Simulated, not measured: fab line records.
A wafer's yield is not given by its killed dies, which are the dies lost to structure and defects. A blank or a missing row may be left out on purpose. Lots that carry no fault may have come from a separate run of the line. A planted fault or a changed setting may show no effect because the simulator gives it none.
fab line records    flow n5Finfet    part 1 of 2: steps 1 to 19 of 30
record lots=5  wafers=15  lastDay=16
route steps=1938 shown HKMG_FIN@458 GATE_CUT@465
lots untouched by any fault: they come from a run of this same line in which no faults occurred
startH: hours from the record's opening day to when the first of the lot's shown wafers began    waitH: how many hours have passed since the lot's step before this one    " repeats the value in the row above    L1.1+2: a single row standing in for several wafers    - no value present, or no start provided    * or withheld: withheld    < > ~ a bound
route shown NAME@n: names a module that has steps shown in the file, with the first one's number in the route    usual: mean/standard deviation of fault-free wafers    same: alike in all rows    chamber/n: place in a boat    sites: each site's reading    _std_site: how widely they spread, as a standard deviation    _edge_site: outer sites' mean less inner sites'    radiusMm: how far each site lies from the wafer's centre    mask NAME#n: copy n    behind: the most recent tool/chamber to have shaped the wafer    hold: the reason the lot was held/the length of the hold in hours/how it ended    device: which transistor (n, p or np) failed to switch    end of line: at the end of the route, the tests of the same wafers    for a step that has no rows: nothing shown but its recipe    killed: count of dies lost to structure and defects at first sort (not the wafer's yield)    map: shows each die of a wafer: x if killed, . if not, _ if none is there
set.NAME: the run value of the setting; set.NAME@STEP: its run value at that earlier step    model.NAME: the simulator's own value behind a step, which no gauge read
lots at selected steps of the route; one table per step, one row per wafer
services: from which hour (startH, from the record's first day; less than 0 if before it) a tool's chamber was out of use, for how many hours, and why
## steps
# step N5_HKMG_FIN_W_FILL_22
# recipe material=W  targetThkA=600  tempC=400  pressureTorr=39.4  timeS=18.2
# usual heaterPowerOuterW=511/39  heaterPowerW=833/29  throttleValvePct=19.8/1.5
lot.wafer  tool     chamber  startH  waitH  heaterPowerOuterW  heaterPowerW  throttleValvePct
L078.3     cvdW-01  0        103.15  0.0    485                839           20.2
L078.4     "        1        "       "      539                861           22.3
L078.5     "        1        "       "      541                876           22.1
L083.4     cvdW-01  0        138.80  0.0    486                844           20.6
L083.5     "        1        "       "      531                874           22.5
L083.6     "        0        "       "      492                870           20.6
L085.3     cvdW-02  0        156.95  0.0    550                844           18.6
L085.4     "        1        "       "      473                796           18.5
L085.5     "        0        "       "      561                828           18.6
L087.2     cvdW-02  0        163.09  0.0    550                825           18.8
L087.4     "        0        "       "      547                833           18.8
L087.6     "        0        "       "      555                823           18.5
L092.2     cvdW-01  0        185.07  0.0    480                848           20.6
L092.3     "        0        "       "      482                837           20.5
L092.6     "        0        "       "      507                840           20.6
# step N5_HKMG_FIN_PRECLEAN_83
# recipe chemistry=DIW  timeS=57.5  tempC=23
lot.wafer   tool         chamber  startH  waitH
L078.3+4+5  wetBench-05  7,0,2    103.20  0.0
L083.4+5+6  wetBench-05  0,7,2    138.84  0.0
L085.3+4+5  wetBench-05  4,7,6    157.00  0.0
L087.2+4+6  wetBench-05  7,1,3    163.14  0.0
L092.2+3+6  wetBench-05  5,1,4    185.13  0.0
# step N5_HKMG_FIN_SRD_84
# recipe dryTimeS=32  dry=n2Spin  spinRpm=1500
lot.wafer   tool         chamber  startH  waitH
L078.3+4+5  wetBench-05  7,0,2    103.22  0.0
L083.4+5+6  wetBench-05  0,7,2    138.86  0.0
L085.3+4+5  wetBench-05  4,7,6    157.02  0.0
L087.2+4+6  wetBench-05  7,1,3    163.16  0.0
L092.2+3+6  wetBench-05  5,1,4    185.15  0.0
# step N5_HKMG_FIN_CMP_23
# recipe stopOn=SiNx  tOverpolishS=10  postCmpClean=rinseOnly  downForcePsi=4  platenRpm=50.289  padVelocityMS=1.0006  targetThkNm=46.326
# usual edgeZonePressureFrac=1.000/0.0052  motorCurrentA=12.2/1.3  overpolishRunS=9.99/0.1  timeToEndpointS=12/3.1
lot.wafer  tool    chamber  startH  waitH  edgeZonePressureFrac  motorCurrentA  overpolishRunS  timeToEndpointS
L078.4     cmp-02  3        103.25  0.0    1.001                 10.2           10.00           14
L078.3     "       2        "       "      0.997                 13.4           9.99            13
L078.5     "       3        "       "      1.009                 10.6           10.01           15
L083.4     cmp-03  3        139.13  0.3    1.003                 11.3           10.01           8
L083.6     "       0        "       "      0.996                 10.8           10.00           12
L083.5     "       1        "       "      0.998                 13.9           10.00           12
L085.4     cmp-02  2        157.05  0.0    1.009                 14.0           10.00           16
L085.3     "       3        "       "      1.002                 10.9           9.99            17
L085.5     "       3        "       "      0.999                 10.4           10.01           16
L087.4     cmp-03  0        163.28  0.1    1.002                 11.0           9.99            8
L087.2     "       2        "       "      0.997                 12.7           10.00           10
L087.6     "       3        "       "      1.001                 11.0           10.02           10
L092.3     cmp-02  3        185.34  0.2    0.991                 10.5           10.00           16
L092.2     "       0        "       "      0.996                 11.6           10.00           10
L092.6     "       2        "       "      1.009                 13.1           10.02           15
# step N5_HKMG_FIN_CMP_94
# recipe stopOn=SiNx  postCmpClean=wDiluteNh4oh  tOverpolishS=4.7  downForcePsi=4  platenRpm=50.289  padVelocityMS=1.0006  targetThkNm=43.299
# usual edgeZonePressureFrac=0.999/0.0049  motorCurrentA=12.1/1.3
lot.wafer  tool    chamber  startH  waitH  edgeZonePressureFrac  motorCurrentA
L078.4     cmp-02  3        103.73  0.4    0.992                 10.8
L078.3     "       2        "       "      1.007                 12.8
L078.5     "       3        "       "      0.990                 10.8
L083.4     cmp-03  3        139.46  0.2    0.995                 11.4
L083.6     "       0        "       "      1.005                 10.6
L083.5     "       1        "       "      1.002                 13.9
L085.4     cmp-02  2        157.53  0.4    1.003                 13.1
L085.3     "       3        "       "      1.002                 10.5
L085.5     "       3        "       "      0.997                 10.9
L087.4     cmp-03  0        163.71  0.3    1.005                 10.4
L087.2     "       2        "       "      0.993                 13.1
L087.6     "       3        "       "      0.994                 11.2
L092.3     cmp-02  3        185.72  0.3    1.001                 11.0
L092.2     "       0        "       "      0.990                 12.0
L092.6     "       2        "       "      1.003                 14.1
# step N5_HKMG_FIN_INSPECT_28
# recipe inspectInstrument=darkfield  mode=postCmp
# usual rawDefectCount=40/15
lot.wafer  tool              chamber  startH  waitH  rawDefectCount
L078.3     defectInspect-01  -        103.96  0.0    46
L078.4     "                 -        "       "      32
L078.5     "                 -        "       "      28
L083.4     defectInspect-01  -        139.61  0.0    18
L083.5     "                 -        "       "      52
L083.6     "                 -        "       "      27
L085.3     defectInspect-02  -        157.76  0.0    34
L085.4     "                 -        "       "      34
L085.5     "                 -        "       "      50
L087.2     defectInspect-01  -        163.91  0.0    22
L087.4     "                 -        "       "      35
L087.6     "                 -        "       "      21
L092.2     defectInspect-01  -        185.89  0.0    41
L092.3     "                 -        "       "      25
L092.6     "                 -        "       "      31
# step N5_GATE_CUT_ETCHBACK_00
# recipe chemistry=SF6/Cl2  target=W  pressureMtorr=8  icpW=900  biasW=80  SF6_flow_sccm=40  Cl2_flow_sccm=60
# usual drypumpMotorCurrentA=5.5/0.33  oesProductAu=0.79/0.13  throttleValvePct=27.44/0.29
lot.wafer  tool         chamber  startH  waitH  drypumpMotorCurrentA  oesProductAu  rfHoursCounterH  throttleValvePct
L078.3     rieMetal-01  1        104.04  0.1    5.4                   0.85          -                27.18
L078.4     "            0        "       "      5.1                   0.59          -                27.90
L078.5     "            0        "       "      5.1                   0.59          -                27.90
L083.4     rieMetal-03  0        139.68  0.1    5.6                   0.96          -                27.33
L083.5     "            1        "       "      5.6                   0.78          -                27.47
L083.6     "            0        "       "      5.6                   0.95          -                27.33
L085.3     rieMetal-01  0        157.88  0.1    5.1                   0.58          -                27.91
L085.4     "            0        "       "      5.1                   0.58          -                27.90
L085.5     "            0        "       "      5.0                   0.58          -                27.91
L087.2     rieMetal-02  0        163.94  0.0    6.1                   0.89          13               27.16
L087.4     "            1        "       "      5.5                   0.84          -                27.11
L087.6     "            0        "       "      6.1                   0.88          -                27.15
L092.2     rieMetal-02  1        185.92  0.0    5.5                   0.83          26               27.11
L092.3     "            1        "       "      5.5                   0.84          -                27.11
L092.6     "            1        "       "      5.5                   0.83          -                27.11
# step N5_GATE_CUT_ETCH_56
# recipe chemistry=Cl2/Ar  target=TiN  targetDepthA=216  pressureMtorr=10  icpW=600  biasW=60  Cl2_flow_sccm=40  Ar_flow_sccm=60
# usual drypumpMotorCurrentA=5.5/0.33  oesProductAu=0.79/0.13  throttleValvePct=20.69/0.19
lot.wafer  tool         chamber  startH  waitH  drypumpMotorCurrentA  oesProductAu  rfHoursCounterH  throttleValvePct
L078.3     rieMetal-01  1        104.15  0.1    5.5                   0.86          -                20.54
L078.4     "            0        "       "      5.0                   0.60          -                20.98
L078.5     "            0        "       "      5.0                   0.59          -                20.97
L083.4     rieMetal-03  0        139.79  0.1    5.7                   0.96          -                20.52
L083.5     "            1        "       "      5.7                   0.77          -                20.61
L083.6     "            0        "       "      5.7                   0.96          -                20.50
L085.3     rieMetal-01  0        158.10  0.2    5.0                   0.58          -                21.02
L085.4     "            0        "       "      5.0                   0.58          -                21.00
L085.5     "            0        "       "      5.0                   0.58          -                21.02
L087.2     rieMetal-02  0        164.06  0.1    6.1                   0.89          13               20.74
L087.4     "            1        "       "      5.5                   0.84          -                20.54
L087.6     "            0        "       "      6.1                   0.90          -                20.71
L092.2     rieMetal-02  1        186.04  0.1    5.5                   0.84          26               20.53
L092.3     "            1        "       "      5.5                   0.83          -                20.53
L092.6     "            1        "       "      5.5                   0.84          -                20.52
# step N5_GATE_CUT_ETCHBACK_30
# recipe chemistry=Cl2/Ar  target=TiN  targetDepthA=30  mode=isotropic  pressureMtorr=10  icpW=600  biasW=60  Cl2_flow_sccm=40  Ar_flow_sccm=60
# usual drypumpMotorCurrentA=5.5/0.33  oesProductAu=0.79/0.13  throttleValvePct=20.69/0.19
lot.wafer  tool         chamber  startH  waitH  drypumpMotorCurrentA  oesProductAu  rfHoursCounterH  throttleValvePct
L078.3     rieMetal-01  1        104.22  0.0    5.4                   0.87          -                20.55
L078.4     "            0        "       "      5.0                   0.59          -                20.99
L078.5     "            0        "       "      5.0                   0.60          -                20.97
L083.4     rieMetal-03  0        139.86  0.0    5.6                   0.94          -                20.53
L083.5     "            1        "       "      5.7                   0.75          -                20.62
L083.6     "            0        "       "      5.6                   0.95          -                20.53
L085.3     rieMetal-01  0        158.24  0.1    5.1                   0.59          -                20.99
L085.4     "            0        "       "      5.1                   0.59          -                21.00
L085.5     "            0        "       "      5.1                   0.59          -                20.99
L087.2     rieMetal-02  0        164.15  0.1    6.1                   0.90          13               20.73
L087.4     "            1        "       "      5.5                   0.83          -                20.54
L087.6     "            0        "       "      6.1                   0.89          -                20.73
L092.2     rieMetal-02  1        186.13  0.1    5.5                   0.84          26               20.54
L092.3     "            1        "       "      5.5                   0.83          -                20.52
L092.6     "            1        "       "      5.5                   0.84          -                20.55
# step N5_GATE_CUT_VAPOR_ETCH_60
# recipe chemistry=BCl3/Cl2  target=HfO2  mode=isotropic
# usual drypumpMotorCurrentA=5.5/0.33  oesProductAu=0.79/0.13
lot.wafer  tool         chamber  startH  waitH  drypumpMotorCurrentA  oesProductAu
L078.3     rieMetal-01  1        104.25  0.0    5.5                   0.84
L078.4     "            0        "       "      5.0                   0.59
L078.5     "            0        "       "      5.0                   0.59
L083.4     rieMetal-03  0        139.89  0.0    5.7                   0.95
L083.5     "            1        "       "      5.7                   0.77
L083.6     "            0        "       "      5.7                   0.94
L085.3     rieMetal-01  0        158.30  0.1    5.0                   0.58
L085.4     "            0        "       "      5.0                   0.58
L085.5     "            0        "       "      5.0                   0.58
L087.2     rieMetal-02  0        164.18  0.0    6.1                   0.89
L087.4     "            1        "       "      5.5                   0.83
L087.6     "            0        "       "      6.1                   0.88
L092.2     rieMetal-02  1        186.16  0.0    5.5                   0.82
L092.3     "            1        "       "      5.5                   0.83
L092.6     "            1        "       "      5.5                   0.82
# step N5_GATE_CUT_ETCH_58
# recipe chemistry=CH3F/O2  target=SiNx  targetDepthA=170  timeS=128.6  ionEnergyEv=50  pressureMtorr=30  sourceW=415  biasW=21  Ar_flow_sccm=150  CH3F_flow_sccm=30  O2_flow_sccm=20
# usual drypumpMotorCurrentA=5.6/0.47  oesProductAu=0.77/0.093  rfVppV=99.2/0.86  showerheadPlenumPTorr=2.02/0.069  throttleValvePct=16.4/0.31
lot.wafer  tool        chamber  startH  waitH  drypumpMotorCurrentA  oesProductAu  rfHoursCounterH  rfVppV  showerheadPlenumPTorr  throttleValvePct
L078.3     rieDiel-02  1        104.29  0.0    5.9                   0.72          159              98.2    2.08                   16.5
L078.4     "           3        "       "      5.4                   0.94          10               99.7    2.13                   16.0
L078.5     "           2        "       "      5.6                   0.71          -                99.8    1.99                   16.8
L083.4     rieDiel-02  0        139.96  0.1    6.0                   0.73          176              99.6    1.99                   16.4
L083.5     "           0        "       "      6.0                   0.73          -                98.7    1.99                   16.4
L083.6     "           1        "       "      5.8                   0.72          -                99.3    2.08                   16.5
L085.3     rieDiel-05  1        158.36  0.1    5.5                   0.70          206              100.4   1.95                   16.3
L085.4     "           2        "       "      5.8                   0.95          11               99.9    1.95                   15.9
L085.5     "           3        "       "      5.3                   0.70          -                99.3    1.95                   16.5
L087.2     rieDiel-02  1        164.23  0.0    5.8                   0.71          175              99.8    2.08                   16.6
L087.4     "           0        "       "      6.0                   0.73          182              99.4    1.99                   16.5
L087.6     "           1        "       "      5.8                   0.72          -                100.8   2.08                   16.5
L092.2     rieDiel-04  0        186.22  0.0    5.3                   0.94          13               99.6    2.13                   15.8
L092.3     "           1        "       "      6.2                   0.68          235              97.0    1.92                   16.7
L092.6     "           2        "       "      4.9                   0.81          -                98.3    2.03                   16.3
# step N5_GATE_CUT_STRIP_59
# recipe chemistry=N2/H2  timeS=20  powerW=100  tempC=40  pressureMtorr=100  rfFrequencyHz=6e+07  biasPowerW=3  n2FlowSccm=300  h2FlowSccm=300
# usual drypumpMotorCurrentA=5.6/0.47  oesProductAu=0.77/0.092  rfVppV=45.3/0.85  showerheadPlenumPTorr=3.41/0.11  throttleValvePct=12.3/0.38
lot.wafer  tool        chamber  startH  waitH  drypumpMotorCurrentA  oesProductAu  rfHoursCounterH  rfVppV  showerheadPlenumPTorr  throttleValvePct
L078.3     rieDiel-02  1        104.39  0.1    5.9                   0.73          159              45.5    3.53                   12.6
L078.4     "           3        "       "      5.4                   0.94          10               45.7    3.61                   12.0
L078.5     "           2        "       "      5.7                   0.70          -                45.3    3.34                   12.6
L083.4     rieDiel-02  0        140.07  0.1    6.0                   0.74          176              43.4    3.36                   12.3
L083.5     "           0        "       "      6.0                   0.73          -                44.2    3.36                   12.4
L083.6     "           1        "       "      5.8                   0.73          -                45.2    3.53                   12.6
L085.3     rieDiel-05  1        158.46  0.1    5.5                   0.71          206              45.2    3.37                   12.5
L085.4     "           2        "       "      5.8                   0.94          11               44.3    3.32                   11.8
L085.5     "           3        "       "      5.3                   0.70          -                44.2    3.36                   12.7
L087.2     rieDiel-02  1        164.33  0.1    5.9                   0.72          175              44.4    3.52                   12.6
L087.4     "           0        "       "      6.0                   0.74          182              45.7    3.36                   12.4
L087.6     "           1        "       "      5.8                   0.72          -                46.1    3.52                   12.6
L092.2     rieDiel-04  0        186.32  0.1    5.3                   0.94          13               43.9    3.55                   11.5
L092.3     "           1        "       "      6.2                   0.69          235              46.3    3.21                   12.6
L092.6     "           2        "       "      4.9                   0.81          -                45.3    3.42                   12.1
# step N5_GATE_CUT_PRECLEAN_31
# recipe tempC=23  chemistry=DIW  timeS=300
lot.wafer   tool         chamber  startH  waitH
L078.3+4+5  wetBench-06  2,5,1    104.47  0.1
L083.4+5+6  wetBench-02  2,6,4    140.15  0.1
L085.3+4+5  wetBench-02  4,6,5    158.54  0.1
L087.2+4+6  wetBench-01  1,5,4    164.42  0.1
L092.2+3+6  wetBench-06  5,7,3    186.40  0.1
# step N5_GATE_CUT_SRD_32
# recipe timeS=30  tempC=23  rinseLiquid=diw  dry=ipaMarangoni
lot.wafer   tool         chamber  startH  waitH
L078.3+4+5  wetBench-06  2,5,1    104.56  0.0
L083.4+5+6  wetBench-02  2,6,4    140.24  0.0
L085.3+4+5  wetBench-02  4,6,5    158.64  0.0
L087.2+4+6  wetBench-01  1,5,4    164.50  0.0
L092.2+3+6  wetBench-06  5,7,3    186.49  0.0
# step N5_GATE_CUT_SAC_CAP_01
# recipe material=SiNx  targetThkA=240  tempC=400  aldPrecursorFamily=SiH2I2  aldCoReactant=N2/H2-plasma  pulseTimeS=1  aldCycles=480  purgeTimeS=2  coReactantPurgeTimeS=2  pressureTorr=2
# usual heaterPowerOuterW=537/69  heaterPowerW=846/91  precursorPulseHeightRel=1.000/0.02
lot.wafer  tool       chamber  startH  waitH  heaterPowerOuterW  heaterPowerW  precursorPulseHeightRel
L078.3     aldSin-04  1        104.60  0.0    559                853           1.021
L078.4     "          3        "       "      555                895           0.991
L078.5     "          0        105.69  1.1    526                882           1.002
L083.4     aldSin-01  3        140.28  0.0    365                632           1.021
L083.5     "          0        141.37  1.1    424                714           1.015
L083.6     "          3        "       "      373                614           0.987
L085.3     aldSin-01  1        158.69  0.0    548                849           0.998
L085.4     "          2        "       "      524                829           1.004
L085.5     "          1        159.78  1.1    546                861           0.983
L087.2     aldSin-02  1        164.55  0.0    599                965           1.012
L087.4     "          2        "       "      492                798           0.987
L087.6     "          1        165.64  1.1    592                964           1.012
L092.2     aldSin-04  2        186.54  0.0    589                931           1.010
L092.3     "          0        "       "      527                863           0.993
L092.6     "          1        187.63  1.1    553                871           1.026
# step N5_GATE_CUT_PECVD_57
# recipe material=SiNx  targetThkA=210  tempC=400  precursor=SiH4/NH3/N2  pressureTorr=1.5  rfW=300
# usual heaterPowerOuterW=491/70  heaterPowerW=812/100  showerheadPlenumPTorr=5.19/0.044  showerheadVppV=1059/37  throttleValvePct=39.4/2.9
lot.wafer  tool      chamber  startH  waitH  heaterPowerOuterW  heaterPowerW  showerheadPlenumPTorr  showerheadVppV  throttleValvePct
L078.3     pecvd-04  1        106.80  1.1    479                809           5.22                   1089            44.8
L078.4     "         2        "       "      389                720           5.16                   1065            38.8
L078.5     "         0        "       "      432                746           5.25                   1039            41.5
L083.4     pecvd-03  1        142.50  1.1    615                944           5.19                   1043            39.9
L083.5     "         0        "       "      520                876           5.21                   984             39.0
L083.6     "         2        "       "      380                659           5.18                   1095            34.3
L085.3     pecvd-02  2        160.89  1.1    554                836           5.21                   1110            35.5
L085.4     "         1        "       "      351                623           5.08                   1064            39.3
L085.5     "         2        "       "      551                818           5.21                   1106            35.8
L087.2     pecvd-03  0        166.74  1.1    601                995           5.19                   997             38.8
L087.4     "         2        "       "      399                656           5.17                   1091            34.1
L087.6     "         0        "       "      595                1009          5.21                   1000            38.5
L092.2     pecvd-02  2        188.73  1.1    542                844           5.23                   1098            35.8
L092.3     "         1        "       "      365                620           5.09                   1046            39.7
L092.6     "         1        "       "      368                619           5.08                   1074            39.6
# step N5_GATE_CUT_CMP_02
# recipe stopOn=SiO2  tOverpolishS=12.7  postCmpClean=alkalineBrush  downForcePsi=2.5  platenRpm=51.8  padVelocityMS=1.0307  targetThkNm=0
# usual edgeZonePressureFrac=1.000/0.0053  motorCurrentA=9.2/0.91  overpolishRunS=12.700/0.0085  timeToEndpointS=26/3.3
lot.wafer  tool    chamber  startH  waitH  edgeZonePressureFrac  motorCurrentA  overpolishRunS  timeToEndpointS
L078.3     cmp-02  0        106.87  0.1    1.005                 9.2            12.703          23
L078.4     "       2        "       "      0.995                 10.1           12.690          28
L078.5     "       1        "       "      0.988                 10.3           12.708          28
L083.4     cmp-03  2        142.66  0.1    1.011                 9.7            12.701          24
L083.5     "       3        "       "      1.003                 8.5            12.712          20
L083.6     "       0        "       "      0.995                 8.2            12.705          21
L085.4     cmp-03  1        160.96  0.0    1.004                 11.0           12.694          28
L085.3     "       2        "       "      0.998                 9.6            12.699          27
L085.5     "       2        "       "      0.999                 10.2           12.706          28
L087.2     cmp-01  0        166.89  0.1    1.001                 8.7            12.705          27
L087.4     "       1        "       "      1.007                 9.6            12.696          30
L087.6     "       2        "       "      1.014                 9.2            12.707          25
L092.2     cmp-03  3        188.85  0.1    0.998                 8.2            12.694          24
L092.3     "       1        "       "      0.998                 10.6           12.706          24
L092.6     "       3        "       "      0.994                 8.3            12.688          22
# step N5_GATE_CUT_HM_DEP_46
# recipe material=SiO2  targetThkA=1300  tempC=400  precursor=TEOS/O2  pressureTorr=6.5  rfW=900  teosFlowSccm=161.4  gas=O2  flowSccm=2650  timeS=26.6
# usual heaterPowerOuterW=322/71  heaterPowerW=576/100  showerheadPlenumPTorr=8.369/0.027  showerheadVppV=1852/64  throttleValvePct=18.2/1.3
lot.wafer  tool      chamber  startH  waitH  heaterPowerOuterW  heaterPowerW  showerheadPlenumPTorr  showerheadVppV  throttleValvePct
L078.3     pecvd-03  0        107.20  0.0    471                815           8.375                  1732            18.0
L078.4     "         2        "       "      244                480           8.375                  1937            16.0
L078.5     "         0        "       "      466                820           8.387                  1705            18.1
L083.4     pecvd-02  2        142.90  0.1    397                631           8.374                  1938            16.5
L083.5     "         0        "       "      332                533           8.393                  1893            18.4
L083.6     "         1        "       "      248                473           8.323                  1848            18.6
L085.3     pecvd-02  2        161.29  0.0    393                639           8.405                  1925            16.9
L085.4     "         1        "       "      217                433           8.315                  1817            18.4
L085.5     "         0        "       "      325                532           8.394                  1910            18.3
L087.2     pecvd-03  2        167.15  0.0    231                463           8.347                  1907            16.2
L087.4     "         2        "       "      233                468           8.370                  1914            15.9
L087.6     "         1        "       "      406                715           8.384                  1828            18.9
L092.2     pecvd-04  0        189.14  0.0    303                551           8.402                  1815            19.6
L092.3     "         1        "       "      319                593           8.393                  1864            20.7
L092.6     "         0        "       "      308                563           8.392                  1835            19.4
# step N5_GATE_CUT_COAT_34
# recipe resist=SOC  tempC=250  timeS=60  spinRpm=1500  resistThkNm=60
# usual resistLineTempC=23.00/0.11
lot.wafer  tool           chamber  startH  waitH  resistLineTempC
L078.3     lithoTrack-02  0        107.27  0.0    23.00
L078.4     "              0        "       "      22.88
L078.5     "              0        "       "      22.91
L083.4     lithoTrack-02  0        142.95  0.0    22.96
L083.5     "              0        "       "      23.09
L083.6     "              0        "       "      22.98
L085.3     lithoTrack-03  0        161.36  0.0    23.03
L085.4     "              0        "       "      23.10
L085.5     "              0        "       "      23.12
L087.2     lithoTrack-03  0        167.22  0.0    22.90
L087.4     "              0        "       "      23.03
L087.6     "              0        "       "      23.02
L092.2     lithoTrack-03  0        189.21  0.0    23.05
L092.3     "              0        "       "      23.07
L092.6     "              0        "       "      23.00
